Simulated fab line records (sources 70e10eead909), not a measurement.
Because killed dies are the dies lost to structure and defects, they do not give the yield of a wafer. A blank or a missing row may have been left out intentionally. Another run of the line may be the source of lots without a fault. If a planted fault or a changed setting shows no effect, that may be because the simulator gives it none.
Matching of chambers + flow nand-harc + NHARC_A_STAIRCASE_ETCH_292 on rie-diel-08: 3 sister chambers
The step etches the open film in CF4/CHF3. 6 wafers are shown with their chamber, then 6 later ones without.

## WAFERS PAIRED WITH THEIR CHAMBERS
| wafer  | chamber | showerhead-plenum-p-Torr (Torr) | drypump-motor-current-A (A) |
|--------|---------|---------------------------------|-----------------------------|
| L083.6 | 2       | 1.51                            | 5.4                         |
| L086.3 | 1       | 1.69                            | 6.0                         |
| L086.4 | 3       | 1.53                            | 5.7                         |
| L086.6 | 3       | 1.53                            | 5.7                         |
| L094.1 | 2       | 1.50                            | 5.5                         |
| L094.3 | 1       | 1.68                            | 6.0                         |

## WAFERS MISSING THEIR CHAMBER
| wafer  | showerhead-plenum-p-Torr (Torr) | drypump-motor-current-A (A) |
|--------|---------------------------------|-----------------------------|
| L094.4 | 1.53                            | 5.7                         |
| L095.1 | 1.50                            | 5.4                         |
| L095.2 | 1.52                            | 5.7                         |
| L097.1 | 1.68                            | 6.0                         |
| L097.2 | 1.50                            | 5.4                         |
| L097.5 | 1.52                            | 5.7                         |

## WHICH CHAMBER EACH WENT THROUGH
| wafer  | from the rows above | in truth |
|--------|---------------------|----------|
| L094.4 | 3                   | 3        |
| L095.1 | 2                   | 2        |
| L095.2 | 3                   | 3        |
| L097.1 | 1                   | 1        |
| L097.2 | 2                   | 2        |
| L097.5 | 3                   | 3        |
Correct placement for 6 of the 6. Number that these rows cannot place: 0. Placed wrongly: 0.
How it was worked out, from the rows above alone: a wafer's distance from a chamber is the root of the sum, over the readings, of the square of ((its reading less the chamber's mean) divided by the reading's scatter). The wafer belongs to the nearest chamber; if the next one is less than 2 further off, it can't be placed. For every chamber, the mean is computed from those of its wafers that are shown. How the scatter is found: for the shown wafers, subtract from each reading the mean of its chamber, square and add these, divide the total by (wafers less chambers), then take the root.
